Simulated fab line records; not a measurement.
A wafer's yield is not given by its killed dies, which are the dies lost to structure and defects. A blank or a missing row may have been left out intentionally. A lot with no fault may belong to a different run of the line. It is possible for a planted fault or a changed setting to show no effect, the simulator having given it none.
What tool caused it? :: flow nand-harc :: 33 wafers from 11 lots sampled at 6 of the route's 1302 steps

## WHAT THE GAUGES READ, wafer by wafer
NHARC_P_BONDPAD_CD_MEAS_09: target cd 500 nm.
lot: L586
measured: day 6 18:28
on: cd-sem-03
cd-nm (nm): 501.2 501.7 501.7

lot: L588
measured: day 7 19:27
on: cd-sem-03
cd-nm (nm): 500.2 497.5 498.3

lot: L590
measured: day 8 17:58
on: cd-sem-01
cd-nm (nm): 497.4 498.3 501.9

lot: L593
measured: day 9 17:55
on: cd-sem-03
cd-nm (nm): 499.6 499.6 500.0

lot: L598
measured: day 12 00:47
on: cd-sem-02
cd-nm (nm): 498.9 501.0 498.2

lot: L599
measured: day 12 15:01
on: cd-sem-02
cd-nm (nm): 500.6 502.0 503.3

lot: L600
measured: day 13 01:53
on: cd-sem-03
cd-nm (nm): 502.5 501.3 502.4

lot: L601
measured: day 13 15:46
on: cd-sem-02
cd-nm (nm): 500.1 501.1 501.6

lot: L602
measured: day 13 18:01
on: cd-sem-03
cd-nm (nm): 501.9 501.5 501.9

lot: L603
measured: day 14 00:55
on: cd-sem-02
cd-nm (nm): 500.3 500.3 500.9

lot: L608
measured: day 16 00:46
on: cd-sem-01
cd-nm (nm): 501.0 502.5 501.9

NHARC_P_BONDPAD_THK_MEAS_20: measures by xrf.
lot: L586
measured: day 6 21:02
on: film-metro-02
thk-nm (nm): 159.2 161.0 161.4

lot: L588
measured: day 7 22:00
on: film-metro-01
thk-nm (nm): 163.6 160.4 162.6

lot: L590
measured: day 8 20:34
on: film-metro-01
thk-nm (nm): 161.9 161.9 162.3

lot: L593
measured: day 9 20:28
on: film-metro-02
thk-nm (nm): 163.1 160.5 160.9

lot: L598
measured: day 12 03:22
on: film-metro-02
thk-nm (nm): 161.5 162.6 161.4

lot: L599
measured: day 12 17:34
on: film-metro-02
thk-nm (nm): 28.6 31.5 31.2

lot: L600
measured: day 13 04:28
on: film-metro-01
thk-nm (nm): 29.9 29.7 31.9

lot: L601
measured: day 13 18:19
on: film-metro-02
thk-nm (nm): 30.2 29.7 29.2

lot: L602
measured: day 13 20:41
on: film-metro-01
thk-nm (nm): 160.0 162.2 161.0

lot: L603
measured: day 14 03:36
on: film-metro-02
thk-nm (nm): 160.3 159.0 160.6

lot: L608
measured: day 16 03:19
on: film-metro-02
thk-nm (nm): 160.1 161.3 159.9

NHARC_P_BONDPAD_INSPECT_23.
lot: L586
measured: day 6 21:14
on: defect-inspect-02
raw-defect-count: 385 377 341

lot: L588
measured: day 7 22:14
on: defect-inspect-02
raw-defect-count: 357 203 302

lot: L590
measured: day 8 20:49
on: defect-inspect-01
raw-defect-count: 324 595 402

lot: L593
measured: day 9 20:40
on: defect-inspect-01
raw-defect-count: 251 362 216

lot: L598
measured: day 12 03:35
on: defect-inspect-02
raw-defect-count: 345 215 280

lot: L599
measured: day 12 17:46
on: defect-inspect-02
raw-defect-count: 369 426 620

lot: L600
measured: day 13 04:40
on: defect-inspect-02
raw-defect-count: 327 406 400

lot: L601
measured: day 13 18:33
on: defect-inspect-02
raw-defect-count: 474 298 320

lot: L602
measured: day 13 20:53
on: defect-inspect-02
raw-defect-count: 389 554 408

lot: L603
measured: day 14 03:49
on: defect-inspect-01
raw-defect-count: 416 388 286

lot: L608
measured: day 16 03:32
on: defect-inspect-02
raw-defect-count: 387 263 445

NHARC_END_SORT_01.
lot: L586
measured: day 24 23:05
on: prober-02
defect-limited-yield (%): 94.4 94.8 93.5
killed-at-array: 30 32 37
killed-at-other: 2 1 4
killed-at-periphery: 6 2 3
killed-dies: 38 35 44
killed-open: 4 4 1
killed-short: 2 2 3
sort_bin_2_pct (%): 1.9 2.1 1.9
sort_bin_3_pct (%): 0.1 0.7 0.3
sort_bin_4_pct (%): 3.5 2.4 4.3
sort-n-pass: 639 642 633
sort-rim-yield-pct (%): 87 88 91
sort-yield-pct (%): 94.4 94.8 93.5

lot: L588
measured: day 25 07:30
on: prober-01
defect-limited-yield (%): 92.6 91.7 92.0
killed-at-array: 43 48 44
killed-at-other: 1 5 7
killed-at-periphery: 6 3 3
killed-dies: 50 56 54
killed-open: 6 3 3
killed-short: 1 0 2
sort_bin_2_pct (%): 1.8 2.4 3.2
sort_bin_3_pct (%): 0.7 0.3 1.2
sort_bin_4_pct (%): 4.9 5.6 3.5
sort-n-pass: 627 621 623
sort-rim-yield-pct (%): 89 92 92
sort-yield-pct (%): 92.6 91.7 92.0

lot: L590
measured: day 27 04:47
on: prober-01
defect-limited-yield (%): 89.5 89.2 84.9
killed-at-array: 67 70 96
killed-at-other: 0 0 1
killed-at-periphery: 4 3 5
killed-dies: 71 73 102
killed-open: 1 3 7
killed-short: 2 5 2
sort_bin_2_pct (%): 4.7 4.3 4.3
sort_bin_3_pct (%): 1.2 1.9 1.2
sort_bin_4_pct (%): 4.6 4.6 9.6
sort-n-pass: 606 604 575
sort-rim-yield-pct (%): 85 84 77
sort-yield-pct (%): 89.5 89.2 84.9

lot: L593
measured: day 27 14:13
on: prober-01
defect-limited-yield (%): 91.3 90.5 89.2
killed-at-array: 56 59 70
killed-at-other: 0 0 0
killed-at-periphery: 3 5 3
killed-dies: 59 64 73
killed-open: 2 4 4
killed-short: 1 3 2
sort_bin_2_pct (%): 3.1 3.7 4.9
sort_bin_3_pct (%): 1.0 1.2 0.6
sort_bin_4_pct (%): 4.6 4.6 5.3
sort-n-pass: 618 613 604
sort-rim-yield-pct (%): 86 89 78
sort-yield-pct (%): 91.3 90.5 89.2

lot: L598
measured: day 30 02:23
on: prober-02
defect-limited-yield (%): 87.7 88.6 87.1
killed-at-array: 71 67 77
killed-at-other: 0 0 0
killed-at-periphery: 12 10 10
killed-dies: 83 77 87
killed-open: 3 1 1
killed-short: 0 1 2
sort_bin_2_pct (%): 4.3 3.1 4.7
sort_bin_3_pct (%): 0.9 0.9 1.9
sort_bin_4_pct (%): 7.1 7.4 6.2
sort-n-pass: 594 600 590
sort-rim-yield-pct (%): 88 82 78
sort-yield-pct (%): 87.7 88.6 87.1

lot: L599
measured: day 30 12:23
on: prober-01
defect-limited-yield (%): 0 0 0
killed-at-array: 21 14 21
killed-at-other: 1 0 2
killed-at-periphery: 655 663 654
killed-dies: 677 677 677
killed-open: 2 2 2
killed-short: 5 2 3
sort_bin_2_pct (%): 97.2 98.4 96.2
sort_bin_3_pct (%): 0.4 0.1 0.1
sort_bin_4_pct (%): 2.4 1.5 3.7
sort-n-pass: 0 0 0
sort-rim-yield-pct (%): 0 0 0
sort-yield-pct (%): 0 0 0

lot: L600
measured: day 31 07:17
on: prober-01
defect-limited-yield (%): 0 0 0
killed-at-array: 52 56 53
killed-at-other: 0 0 0
killed-at-periphery: 625 621 624
killed-dies: 677 677 677
killed-open: 2 7 3
killed-short: 2 2 1
sort_bin_2_pct (%): 95.7 94.5 94.7
sort_bin_3_pct (%): 0.9 0.7 1.0
sort_bin_4_pct (%): 3.4 4.7 4.3
sort-n-pass: 0 0 0
sort-rim-yield-pct (%): 0 0 0
sort-yield-pct (%): 0 0 0

lot: L601
measured: day 30 20:04
on: prober-02
defect-limited-yield (%): 0 0 0
killed-at-array: 62 69 61
killed-at-other: 5 3 1
killed-at-periphery: 610 605 615
killed-dies: 677 677 677
killed-open: 3 2 1
killed-short: 1 1 3
sort_bin_2_pct (%): 93.5 93.9 93.9
sort_bin_3_pct (%): 1.5 0.4 0.9
sort_bin_4_pct (%): 5.0 5.6 5.2
sort-n-pass: 0 0 0
sort-rim-yield-pct (%): 0 0 0
sort-yield-pct (%): 0 0 0

lot: L602
measured: day 30 10:44
on: prober-02
defect-limited-yield (%): 92.0 92.3 94.1
killed-at-array: 54 49 39
killed-at-other: 0 0 0
killed-at-periphery: 0 3 1
killed-dies: 54 52 40
killed-open: 3 4 3
killed-short: 2 1 1
sort_bin_2_pct (%): 2.5 2.1 1.9
sort_bin_3_pct (%): 1.2 0.6 0.1
sort_bin_4_pct (%): 4.3 5.0 3.8
sort-n-pass: 623 625 637
sort-rim-yield-pct (%): 81 88 89
sort-yield-pct (%): 92.0 92.3 94.1

lot: L603
measured: day 31 12:51
on: prober-02
defect-limited-yield (%): 92.6 92.0 92.6
killed-at-array: 47 53 46
killed-at-other: 0 1 0
killed-at-periphery: 3 0 4
killed-dies: 50 54 50
killed-open: 2 3 4
killed-short: 4 5 3
sort_bin_2_pct (%): 2.4 3.8 1.8
sort_bin_3_pct (%): 0.6 0.3 0.7
sort_bin_4_pct (%): 4.4 3.8 4.9
sort-n-pass: 627 623 627
sort-rim-yield-pct (%): 83 84 88
sort-yield-pct (%): 92.6 92.0 92.6

lot: L608
measured: day 33 12:59
on: prober-01
defect-limited-yield (%): 93.6 90.5 90.5
killed-at-array: 36 57 61
killed-at-other: 2 2 1
killed-at-periphery: 5 5 2
killed-dies: 43 64 64
killed-open: 1 3 1
killed-short: 3 2 2
sort_bin_2_pct (%): 2.7 3.7 2.7
sort_bin_3_pct (%): 0.4 0.4 0.4
sort_bin_4_pct (%): 3.2 5.3 6.4
sort-n-pass: 634 613 613
sort-rim-yield-pct (%): 87 81 79
sort-yield-pct (%): 93.6 90.5 90.5

## WHAT TOOL EACH LOT RAN ON (gives the tool, then ch and the chambers of the sampled wafers, and finally the start)
lot: L586
NHARC_P_BONDPAD_ETCH_37: rie-diel-09 ch 0,1,3, day 6 18:46
NHARC_P_BONDPAD_ECD_18: ecd-cu-02 ch 0,1, day 6 19:59

lot: L588
NHARC_P_BONDPAD_ETCH_37: rie-diel-08 ch 2,3, day 7 19:45
NHARC_P_BONDPAD_ECD_18: ecd-cu-02 ch 0,1, day 7 20:58

lot: L590
NHARC_P_BONDPAD_ETCH_37: rie-diel-09 ch 2,3, day 8 18:16
NHARC_P_BONDPAD_ECD_18: ecd-cu-02 ch 0,1, day 8 19:40

lot: L593
NHARC_P_BONDPAD_ETCH_37: rie-diel-06 ch 0,3, day 9 18:13
NHARC_P_BONDPAD_ECD_18: ecd-cu-01 ch 0,1, day 9 19:28

lot: L598
NHARC_P_BONDPAD_ETCH_37: rie-diel-08 ch 0,3, day 12 01:05
NHARC_P_BONDPAD_ECD_18: ecd-cu-02 ch 0,1, day 12 02:21

lot: L599
NHARC_P_BONDPAD_ETCH_37: rie-diel-08 ch 0,1,2, day 12 15:19
NHARC_P_BONDPAD_ECD_18: ecd-cu-01 ch 0,1, day 12 16:40

lot: L600
NHARC_P_BONDPAD_ETCH_37: rie-diel-06 ch 1,2, day 13 02:10
NHARC_P_BONDPAD_ECD_18: ecd-cu-02 ch 0,1, day 13 03:29

lot: L601
NHARC_P_BONDPAD_ETCH_37: rie-diel-09 ch 1,2,3, day 13 16:04
NHARC_P_BONDPAD_ECD_18: ecd-cu-02 ch 0,1, day 13 17:17

lot: L602
NHARC_P_BONDPAD_ETCH_37: rie-diel-06 ch 0,3, day 13 18:19
NHARC_P_BONDPAD_ECD_18: ecd-cu-01 ch 0, day 13 19:35

lot: L603
NHARC_P_BONDPAD_ETCH_37: rie-diel-08 ch 1,2, day 14 01:15
NHARC_P_BONDPAD_ECD_18: ecd-cu-01 ch 0,1, day 14 02:39

lot: L608
NHARC_P_BONDPAD_ETCH_37: rie-diel-06 ch 1,2,3, day 16 01:04
NHARC_P_BONDPAD_ECD_18: ecd-cu-02 ch 0,1, day 16 02:20
- NHARC_P_BONDPAD_ETCH_37: etches the open film in N2/H2, target depth 60 nm, overetch 18 nm, time 65.91 s.
- NHARC_P_BONDPAD_ECD_18: material Cu, target thk 400 nm.

## AS READ BY THE TOOLS THEMSELVES (means over the sampled wafers that have a number; for cases with no such wafer, the mark the record gives instead)
NHARC_P_BONDPAD_ETCH_37.
lot: L586
tool: rie-diel-09
drypump-motor-current-A (A): 5.4
oes-product-au (a.u.): 1.007
rf-vpp-V (V): 430.0
showerhead-plenum-p-Torr (Torr): 2.04
throttle-valve-pct (%): 14.173

lot: L588
tool: rie-diel-08
drypump-motor-current-A (A): 6.0
oes-product-au (a.u.): 0.997
rf-vpp-V (V): 429.4
showerhead-plenum-p-Torr (Torr): 1.99
throttle-valve-pct (%): 14.169

lot: L590
tool: rie-diel-09
drypump-motor-current-A (A): 5.2
oes-product-au (a.u.): 0.996
rf-vpp-V (V): 428.4
showerhead-plenum-p-Torr (Torr): 1.99
throttle-valve-pct (%): 14.170

lot: L593
tool: rie-diel-06
drypump-motor-current-A (A): 6.2
oes-product-au (a.u.): 1.003
rf-vpp-V (V): 429.2
showerhead-plenum-p-Torr (Torr): 2.00
throttle-valve-pct (%): 14.166

lot: L598
tool: rie-diel-08
drypump-motor-current-A (A): 5.8
oes-product-au (a.u.): 0.997
rf-vpp-V (V): 432.8
showerhead-plenum-p-Torr (Torr): 2.07
throttle-valve-pct (%): 14.175

lot: L599
tool: rie-diel-08
drypump-motor-current-A (A): 5.9
oes-product-au (a.u.): 0.996
rf-vpp-V (V): 430.2
showerhead-plenum-p-Torr (Torr): 2.03
throttle-valve-pct (%): 14.175

lot: L600
tool: rie-diel-06
drypump-motor-current-A (A): 6.1
oes-product-au (a.u.): 0.999
rf-vpp-V (V): 430.1
showerhead-plenum-p-Torr (Torr): 2.03
throttle-valve-pct (%): 14.174

lot: L601
tool: rie-diel-09
drypump-motor-current-A (A): 5.7
oes-product-au (a.u.): 1.000
rf-vpp-V (V): 431.5
showerhead-plenum-p-Torr (Torr): 2.06
throttle-valve-pct (%): 14.174

lot: L602
tool: rie-diel-06
drypump-motor-current-A (A): 6.0
oes-product-au (a.u.): 1.008
rf-vpp-V (V): 430.8
showerhead-plenum-p-Torr (Torr): 2.06
throttle-valve-pct (%): 14.178

lot: L603
tool: rie-diel-08
drypump-motor-current-A (A): 6.0
oes-product-au (a.u.): 0.998
rf-vpp-V (V): 429.1
showerhead-plenum-p-Torr (Torr): 1.99
throttle-valve-pct (%): 14.183

lot: L608
tool: rie-diel-06
drypump-motor-current-A (A): 6.4
oes-product-au (a.u.): 1.003
rf-vpp-V (V): 428.3
showerhead-plenum-p-Torr (Torr): 1.97
throttle-valve-pct (%): 14.174

NHARC_P_BONDPAD_ECD_18.
lot: L586
tool: ecd-cu-02
bath-heat-duty-pct (%): 7.1
bath-temp-c (C): 24.91

lot: L588
tool: ecd-cu-02
bath-heat-duty-pct (%): 7.8
bath-temp-c (C): 24.89

lot: L590
tool: ecd-cu-02
bath-heat-duty-pct (%): 6.9
bath-temp-c (C): 25.07

lot: L593
tool: ecd-cu-01
bath-heat-duty-pct (%): 5.5
bath-temp-c (C): 24.93

lot: L598
tool: ecd-cu-02
bath-heat-duty-pct (%): 7.1
bath-temp-c (C): 24.76

lot: L599
tool: ecd-cu-01
bath-heat-duty-pct (%): -
bath-temp-c (C): -

lot: L600
tool: ecd-cu-02
bath-heat-duty-pct (%): -
bath-temp-c (C): -

lot: L601
tool: ecd-cu-02
bath-heat-duty-pct (%): -
bath-temp-c (C): -

lot: L602
tool: ecd-cu-01
bath-heat-duty-pct (%): 6.0
bath-temp-c (C): 24.96

lot: L603
tool: ecd-cu-01
bath-heat-duty-pct (%): 5.5
bath-temp-c (C): 24.98

lot: L608
tool: ecd-cu-02
bath-heat-duty-pct (%): 7.3
bath-temp-c (C): 25.00

## THE ANSWER, worked out from the rows above alone
Rule: usual is defined by the lots themselves. Put in order of their means at a reading, lots are off if they are a third of the lots or fewer, leave a main group of 4 or more, and stand apart from it by a gap of 3 or more times the standard deviation of the main group's means; of several such gaps the widest counts. The tables above print the reading to a certain number of digits; a main group whose means all agree to those digits is not used. A lot without any number at a reading at which 4 lots or more have one is off too. Any other lot the step has rows for is counted as sound. Order of review: gauges by route order, followed by the tools' own readings, for which a lot's mean as printed above is used. At the first step where some lot is off, the reading lying furthest off is the one used; lots without a number count as furthest.
Off: L599, L600, L601, at NHARC_P_BONDPAD_THK_MEAS_20 (thk-nm). For the main group the mean is 161.2 nm and the standard deviation 0.77.
If a tool, at a process step before that reading, ran all the lots that are off and no sound lot after the first of them, it fits. The gauges at NHARC_P_BONDPAD_THK_MEAS_20 aren't tried: what is off there is off at NHARC_END_SORT_01 too, on other tools, and a gauge's error can't cause that. None of those tried fits.

## WHAT HAD BEEN PUT IN BY THE SIMULATOR
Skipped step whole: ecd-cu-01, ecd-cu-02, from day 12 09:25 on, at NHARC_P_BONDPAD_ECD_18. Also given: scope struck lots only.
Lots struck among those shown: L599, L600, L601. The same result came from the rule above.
